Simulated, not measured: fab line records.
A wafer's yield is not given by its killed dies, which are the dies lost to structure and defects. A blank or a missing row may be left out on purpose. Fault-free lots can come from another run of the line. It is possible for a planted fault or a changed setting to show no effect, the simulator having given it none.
Which tool is to blame? | flow nand-harc | 24 lots, 72 wafers sampled, at 6 steps of a route of 1302

## WHAT THE GAUGES SHOWED, per wafer
NHARC_P_M2_OVL_MEAS_10: pitch 340 nm.
lot  | measured     | on         | overlay-x-nm (nm) | overlay-y-nm (nm)
L074 | day 6 10:15  | overlay-01 | 0.5 0.8 0.4       | 0.3 -0.9 -0.3
L075 | day 7 00:34  | overlay-02 | -1.1 -1.1 -1.0    | 0.7 1.5 1.0
L076 | day 7 03:20  | overlay-01 | 0.4 0.4 0.5       | -0.3 -0.9 0.1
L077 | day 7 14:02  | overlay-01 | -0.3 -0.7 0.0     | 0.3 0.0 -0.1
L078 | day 8 04:52  | overlay-01 | -0.3 -0.6 -0.6    | 0.1 0.0 0.1
L079 | day 8 10:07  | overlay-01 | -1.0 -1.3 -0.3    | -1.2 -0.4 0.1
L080 | day 8 21:31  | overlay-01 | 0.1 0.1 0.1       | 1.1 0.9 1.4
L081 | day 9 05:26  | overlay-01 | 0.4 0.4 0.0       | -0.5 -0.7 -0.8
L082 | day 9 19:37  | overlay-02 | 0.7 1.1 0.5       | 0.3 0.3 0.2
L083 | day 10 04:08 | overlay-02 | 0.0 0.5 0.5       | 0.0 0.1 0.0
L084 | day 10 17:48 | overlay-01 | 0.1 0.1 0.3       | 1.2 2.0 1.3
L085 | day 10 23:58 | overlay-01 | -0.6 -0.7 -0.9    | -1.1 -1.7 -1.6
L086 | day 11 12:42 | overlay-02 | 0.5 1.2 1.0       | -1.4 -0.3 -0.8
L087 | day 11 16:30 | overlay-02 | -0.3 0.2 0.0      | 1.3 1.4 0.8
L089 | day 12 13:32 | overlay-01 | -0.8 -1.2 -1.4    | -0.5 -0.6 -1.2
L088 | day 12 16:46 | overlay-02 | -1.1 -1.5 -1.4    | -1.2 -1.0 -1.4
L090 | day 13 03:11 | overlay-02 | -0.2 -0.4 0.6     | 1.0 1.6 1.4
L091 | day 13 08:13 | overlay-01 | 2.2 2.1 2.2       | 0.2 -0.1 0.3
L092 | day 13 20:44 | overlay-02 | 1.1 0.8 1.0       | -1.3 -1.4 -1.5
L093 | day 14 07:44 | overlay-01 | 0.5 0.7 0.7       | -0.1 0.2 0.1
L094 | day 14 14:25 | overlay-01 | 0.0 -0.7 -0.4     | -1.6 -1.2 -1.0
L095 | day 15 03:22 | overlay-02 | -0.6 -0.2 -0.1    | 0.5 0.4 0.0
L096 | day 15 12:52 | overlay-01 | 0.2 -0.4 -0.2     | 0.2 -0.9 0.0
L097 | day 15 20:02 | overlay-02 | 0.5 0.3 0.3       | 1.5 1.9 1.0

NHARC_P_BONDPAD_THK_MEAS_33: measures by ellipsometry.
lot  | measured     | on            | thk-nm (nm)
L074 | day 6 14:13  | film-metro-02 | 200.7 201.7 200.3
L075 | day 7 04:31  | film-metro-02 | 197.3 198.2 200.6
L076 | day 7 07:16  | film-metro-02 | 198.6 198.1 197.5
L077 | day 7 17:59  | film-metro-02 | 201.7 198.4 198.4
L078 | day 8 08:44  | film-metro-02 | 201.7 201.8 200.1
L079 | day 8 14:02  | film-metro-02 | 199.6 201.2 199.0
L080 | day 9 01:25  | film-metro-01 | 202.1 199.1 204.7
L081 | day 9 09:19  | film-metro-02 | 197.6 199.3 200.1
L082 | day 9 23:31  | film-metro-02 | 197.9 196.4 199.5
L083 | day 10 08:07 | film-metro-02 | 199.6 198.3 201.0
L084 | day 10 22:11 | film-metro-01 | 200.9 198.4 196.0
L085 | day 11 03:51 | film-metro-01 | 198.0 198.8 201.1
L086 | day 11 16:35 | film-metro-02 | 198.8 196.3 198.3
L087 | day 11 20:23 | film-metro-02 | 196.6 197.4 201.1
L089 | day 12 17:57 | film-metro-01 | 197.4 199.0 196.3
L088 | day 12 20:43 | film-metro-01 | 197.7 197.7 200.0
L090 | day 13 07:04 | film-metro-01 | 198.5 203.3 201.1
L091 | day 13 12:13 | film-metro-02 | 200.1 202.6 203.3
L092 | day 14 00:40 | film-metro-01 | 201.6 199.6 199.5
L093 | day 14 11:36 | film-metro-01 | 197.6 197.0 197.4
L094 | day 14 18:26 | film-metro-02 | 200.0 199.8 198.7
L095 | day 15 07:16 | film-metro-01 | 200.2 201.3 198.5
L096 | day 15 16:45 | film-metro-02 | 198.7 200.2 199.9
L097 | day 16 00:05 | film-metro-01 | 196.2 199.7 199.1

## WHAT TOOL EACH LOT RAN ON (gives the tool, then ch and the chambers of the sampled wafers, and finally the start)
lot  | NHARC_P_M0_PRE_CLEAN_29                 | NHARC_P_M0_PRE_CLEAN_31         | NHARC_P_M1_ANNEAL_31             | NHARC_P_M1_CMP_23
L074 | pvd-sputter-03, day 6 04:33 or earlier  | pecvd-01 ch 1,2, day 6 04:33    | rtp-anneal-02 ch 0, day 6 07:58  | cmp-04 ch 1,2,3, day 6 08:22
L075 | pvd-sputter-01, day 6 19:03 or earlier  | pecvd-04 ch 0,2, day 6 19:03    | rtp-anneal-02 ch 0, day 6 22:16  | cmp-02 ch 0,3, day 6 22:37
L076 | pvd-sputter-03, day 6 21:47 or earlier  | pecvd-04 ch 1,2, day 6 21:47    | rtp-anneal-02 ch 0, day 7 01:02  | cmp-02 ch 1,3, day 7 01:25
L077 | pvd-sputter-01, day 7 08:19 or earlier  | pecvd-01 ch 0,1,2, day 7 08:19  | rtp-anneal-01 ch 0, day 7 11:38  | cmp-03 ch 2,3, day 7 11:56
L078 | pvd-sputter-01, day 7 23:31 or earlier  | pecvd-04 ch 1,2, day 7 23:31    | rtp-anneal-01 ch 0, day 8 02:41  | cmp-04 ch 0,1,2, day 8 03:02
L079 | pvd-sputter-01, day 8 04:34 or earlier  | pecvd-01 ch 1,2, day 8 04:34    | rtp-anneal-02 ch 0, day 8 07:52  | cmp-03 ch 0,1,2, day 8 08:13
L080 | pvd-sputter-03, day 8 15:56 or earlier  | pecvd-04 ch 0,2, day 8 15:56    | rtp-anneal-02 ch 0, day 8 19:14  | cmp-04 ch 0,1, day 8 19:36
L081 | pvd-sputter-03, day 8 23:53 or earlier  | pecvd-01 ch 0,1, day 8 23:53    | rtp-anneal-01 ch 0, day 9 02:59  | cmp-03 ch 0,1,2, day 9 03:22
L082 | pvd-sputter-01, day 9 14:14 or earlier  | pecvd-01 ch 0,2, day 9 14:14    | rtp-anneal-01 ch 0, day 9 17:26  | cmp-02 ch 0,1, day 9 17:43
L083 | pvd-sputter-02, day 9 22:28 or earlier  | pecvd-02 ch 0,1,2, day 9 22:28  | rtp-anneal-02 ch 0, day 10 01:56 | cmp-02 ch 0,1,2, day 10 02:11
L084 | pvd-sputter-03, day 10 12:16 or earlier | pecvd-01 ch 0,1,2, day 10 12:16 | rtp-anneal-01 ch 0, day 10 15:29 | cmp-03 ch 0,2, day 10 15:52
L085 | pvd-sputter-02, day 10 18:14 or earlier | pecvd-01 ch 0,1,2, day 10 18:14 | rtp-anneal-01 ch 0, day 10 21:44 | cmp-03 ch 0,2,3, day 10 22:02
L086 | pvd-sputter-01, day 11 06:58 or earlier | pecvd-01 ch 0,1, day 11 06:58   | rtp-anneal-02 ch 0, day 11 10:24 | cmp-03 ch 1,2,3, day 11 10:45
L087 | pvd-sputter-01, day 11 11:05 or earlier | pecvd-01 ch 0,1,2, day 11 11:05 | rtp-anneal-01 ch 0, day 11 14:13 | cmp-02 ch 1,2,3, day 11 14:33
L089 | pvd-sputter-01, day 12 08:16 or earlier | pecvd-02 ch 0,1,2, day 12 08:16 | rtp-anneal-02 ch 0, day 12 11:26 | cmp-02 ch 0,1, day 12 11:45
L088 | pvd-sputter-02, day 12 11:26 or earlier | pecvd-02 ch 1,2, day 12 11:26   | rtp-anneal-02 ch 0, day 12 14:37 | cmp-04 ch 0,3, day 12 14:58
L090 | pvd-sputter-03, day 12 21:46 or earlier | pecvd-04 ch 0,1,2, day 12 21:46 | rtp-anneal-01 ch 0, day 13 00:56 | cmp-02 ch 0,1,2, day 13 01:16
L091 | pvd-sputter-01, day 13 02:44 or earlier | pecvd-01 ch 0,2, day 13 02:44   | rtp-anneal-02 ch 0, day 13 06:05 | cmp-03 ch 1,2,3, day 13 06:23
L092 | pvd-sputter-02, day 13 15:11 or earlier | pecvd-01 ch 0,1,2, day 13 15:11 | rtp-anneal-02 ch 0, day 13 18:29 | cmp-03 ch 1,3, day 13 18:47
L093 | pvd-sputter-03, day 14 02:10 or earlier | pecvd-02 ch 0,1, day 14 02:10   | rtp-anneal-02 ch 0, day 14 05:26 | cmp-02 ch 0,1,2, day 14 05:49
L094 | pvd-sputter-02, day 14 08:58 or earlier | pecvd-04 ch 0,1,2, day 14 08:58 | rtp-anneal-02 ch 0, day 14 12:14 | cmp-03 ch 0,1,3, day 14 12:35
L095 | pvd-sputter-01, day 14 21:35 or earlier | pecvd-04 ch 1,2, day 14 21:35   | rtp-anneal-02 ch 0, day 15 00:55 | cmp-03 ch 1,2, day 15 01:15
L096 | pvd-sputter-02, day 15 07:24 or earlier | pecvd-02 ch 0,1, day 15 07:24   | rtp-anneal-02 ch 0, day 15 10:41 | cmp-02 ch 1,2,3, day 15 11:05
L097 | pvd-sputter-02, day 15 14:34 or earlier | pecvd-04 ch 1,2, day 15 14:34   | rtp-anneal-01 ch 0, day 15 17:43 | cmp-03 ch 1,3, day 15 18:04
- NHARC_P_M0_PRE_CLEAN_29: time 30 s.
- NHARC_P_M0_PRE_CLEAN_31: time 12 s.
- NHARC_P_M1_ANNEAL_31: time 90 s.
- NHARC_P_M1_CMP_23: polishes, t overpolish 20 s, target thk 157.82 nm.

## AS READ BY THE TOOLS THEMSELVES (means over the sampled wafers that have a number; for cases with no such wafer, the mark the record gives instead)
NHARC_P_M0_PRE_CLEAN_29.
lot  | tool           | heater-power-w (W)
L074 | pvd-sputter-03 | 433
L075 | pvd-sputter-01 | 418
L076 | pvd-sputter-03 | 444
L077 | pvd-sputter-01 | 424
L078 | pvd-sputter-01 | 412
L079 | pvd-sputter-01 | 413
L080 | pvd-sputter-03 | 394
L081 | pvd-sputter-03 | 461
L082 | pvd-sputter-01 | 421
L083 | pvd-sputter-02 | 485
L084 | pvd-sputter-03 | 437
L085 | pvd-sputter-02 | 380
L086 | pvd-sputter-01 | 419
L087 | pvd-sputter-01 | 419
L089 | pvd-sputter-01 | 398
L088 | pvd-sputter-02 | 383
L090 | pvd-sputter-03 | 462
L091 | pvd-sputter-01 | 420
L092 | pvd-sputter-02 | 391
L093 | pvd-sputter-03 | 429
L094 | pvd-sputter-02 | 447
L095 | pvd-sputter-01 | 392
L096 | pvd-sputter-02 | 403
L097 | pvd-sputter-02 | 454

NHARC_P_M0_PRE_CLEAN_31.
lot  | tool     | heater-power-w (W)
L074 | pecvd-01 | 655
L075 | pecvd-04 | 682
L076 | pecvd-04 | 612
L077 | pecvd-01 | 660
L078 | pecvd-04 | 650
L079 | pecvd-01 | 684
L080 | pecvd-04 | 695
L081 | pecvd-01 | 620
L082 | pecvd-01 | 586
L083 | pecvd-02 | 612
L084 | pecvd-01 | 679
L085 | pecvd-01 | 595
L086 | pecvd-01 | 654
L087 | pecvd-01 | 630
L089 | pecvd-02 | 629
L088 | pecvd-02 | 640
L090 | pecvd-04 | 691
L091 | pecvd-01 | 694
L092 | pecvd-01 | 622
L093 | pecvd-02 | 658
L094 | pecvd-04 | 663
L095 | pecvd-04 | 573
L096 | pecvd-02 | 597
L097 | pecvd-04 | 584

NHARC_P_M1_ANNEAL_31.
lot  | tool          | wafer_temp_C_max
L074 | rtp-anneal-02 | 225.6
L075 | rtp-anneal-02 | 226.0
L076 | rtp-anneal-02 | 226.0
L077 | rtp-anneal-01 | 226.4
L078 | rtp-anneal-01 | 226.7
L079 | rtp-anneal-02 | 225.7
L080 | rtp-anneal-02 | 226.1
L081 | rtp-anneal-01 | 226.6
L082 | rtp-anneal-01 | 226.3
L083 | rtp-anneal-02 | 225.9
L084 | rtp-anneal-01 | 226.3
L085 | rtp-anneal-01 | 226.0
L086 | rtp-anneal-02 | 225.8
L087 | rtp-anneal-01 | 226.2
L089 | rtp-anneal-02 | 225.6
L088 | rtp-anneal-02 | 225.8
L090 | rtp-anneal-01 | 226.4
L091 | rtp-anneal-02 | 225.7
L092 | rtp-anneal-02 | 225.7
L093 | rtp-anneal-02 | 225.7
L094 | rtp-anneal-02 | 225.8
L095 | rtp-anneal-02 | 225.8
L096 | rtp-anneal-02 | 225.9
L097 | rtp-anneal-01 | 226.3

NHARC_P_M1_CMP_23.
lot  | tool   | motor-current-A (A) | time-to-endpoint-s (s)
L074 | cmp-04 | 12.7                | 24.3
L075 | cmp-02 | 11.1                | 23.9
L076 | cmp-02 | 10.6                | 22.1
L077 | cmp-03 | 11.6                | 30.8
L078 | cmp-04 | 12.7                | 28.9
L079 | cmp-03 | 11.8                | 29.9
L080 | cmp-04 | 12.3                | 29.9
L081 | cmp-03 | 11.4                | 29.3
L082 | cmp-02 | 11.4                | 26.9
L083 | cmp-02 | 11.8                | 26.9
L084 | cmp-03 | 12.0                | 29.2
L085 | cmp-03 | 11.8                | 27.8
L086 | cmp-03 | 11.1                | 25.6
L087 | cmp-02 | 11.6                | 26.1
L089 | cmp-02 | 11.7                | 26.8
L088 | cmp-04 | 12.2                | 26.8
L090 | cmp-02 | 12.0                | 28.0
L091 | cmp-03 | 11.3                | 26.8
L092 | cmp-03 | 11.1                | 28.2
L093 | cmp-02 | 12.1                | 27.4
L094 | cmp-03 | 11.3                | 27.8
L095 | cmp-03 | 10.9                | 29.6
L096 | cmp-02 | 12.0                | 25.8
L097 | cmp-03 | 10.9                | 30.7

## THE ANSWER, worked out from the rows above alone
Rule: usual is defined by the lots themselves. Put in order of their means at a reading, lots are off if they are a third of the lots or fewer, leave a main group of 4 or more, and stand apart from it by a gap of 3 or more times the standard deviation of the main group's means; of several such gaps the widest counts. The tables above print the reading to a certain number of digits; a main group whose means all agree to those digits is not used. Also off: a lot with no number at a reading for which 4 or more lots have one. Any other lot the step has rows for is counted as sound. After the gauges, taken in route order, come the tools' own readings; for these a lot's mean is taken, as printed above. At the first step where some lot is off, the reading lying furthest off is the one used; lots without a number count as furthest.
No lot is off at any reading shown: from this, nothing can be told.

## WHAT WAS PUT IN BY THE SIMULATOR
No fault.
